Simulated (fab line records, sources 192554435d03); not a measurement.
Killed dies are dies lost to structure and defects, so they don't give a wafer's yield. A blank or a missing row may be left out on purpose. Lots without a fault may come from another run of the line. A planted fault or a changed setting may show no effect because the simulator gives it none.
Chamber matching | flow n5_finfet | N5_BEOL_M8_STRIP_36 on rie_diel-03: 4 sister chambers
The step strips in N2/H2. 16 wafers are shown with their chamber, then 8 later ones without.

WAFERS WITH THEIR CHAMBER
wafer  | chamber | throttle_valve_pct (%) | drypump_motor_current_A (A) | showerhead_plenum_p_Torr (Torr)
L078.1 | 1       | 24.4                   | 5.97                        | 2.44
L078.2 | 3       | 23.1                   | 5.88                        | 2.49
L078.4 | 2       | 23.7                   | 6.07                        | 2.43
L075.2 | 3       | 23.1                   | 5.88                        | 2.49
L075.5 | 3       | 23.1                   | 5.88                        | 2.49
L075.6 | 0       | 23.6                   | 5.45                        | 2.51
L082.2 | 0       | 23.6                   | 5.48                        | 2.50
L082.3 | 2       | 23.7                   | 6.09                        | 2.42
L082.6 | 1       | 24.4                   | 5.96                        | 2.43
L086.1 | 0       | 23.6                   | 5.47                        | 2.50
L086.2 | 2       | 23.7                   | 6.06                        | 2.41
L086.4 | 2       | 23.7                   | 6.07                        | 2.41
L088.1 | 1       | 24.5                   | 5.95                        | 2.42
L088.3 | 0       | 23.6                   | 5.49                        | 2.49
L088.5 | 1       | 24.4                   | 5.92                        | 2.42
L090.1 | 0       | 23.6                   | 5.44                        | 2.49

SIGNATURES (means of the wafers above)
reading                  | chamber 0 | chamber 1 | chamber 2 | chamber 3 | scatter within a chamber
throttle_valve_pct       | 23.600    | 24.425    | 23.700    | 23.100    | 0.025
drypump_motor_current_A  | 5.4660    | 5.9500    | 6.0725    | 5.8800    | 0.0173
showerhead_plenum_p_Torr | 2.4980    | 2.4275    | 2.4175    | 2.4900    | 0.00832
Rule: a wafer's distance from a chamber is the root of the sum, over the readings, of the square of ((its reading less the chamber's mean) divided by the reading's scatter). The wafer belongs to the nearest chamber; if the next one is less than 2 further off, it can't be placed. The scatter: the root of (the sum of the squares of (reading less its chamber's mean) over the shown wafers, divided by (wafers less chambers)).

WAFERS WITHOUT THEIR CHAMBER
wafer  | throttle_valve_pct (%) | drypump_motor_current_A (A) | showerhead_plenum_p_Torr (Torr)
L090.2 | 24.5                   | 5.94                        | 2.42
L090.4 | 23.6                   | 5.45                        | 2.49
L096.1 | 24.5                   | 5.92                        | 2.41
L096.3 | 23.7                   | 6.07                        | 2.40
L096.5 | 22.8                   | 5.88                        | 2.47
L095.1 | 22.8                   | 5.86                        | 2.47
L095.3 | 24.5                   | 5.93                        | 2.41
L095.6 | 23.7                   | 6.09                        | 2.40

WHICH CHAMBER EACH WENT THROUGH
wafer  | from the rows above | in truth
L090.2 | 1                   | 1
L090.4 | 0                   | 0
L096.1 | 1                   | 1
L096.3 | 2                   | 2
L096.5 | 3                   | 3
L095.1 | 3                   | 3
L095.3 | 1                   | 1
L095.6 | 2                   | 2
Placed correctly: 8 of 8. Can't be placed from these rows: 0. Placed wrongly: 0.
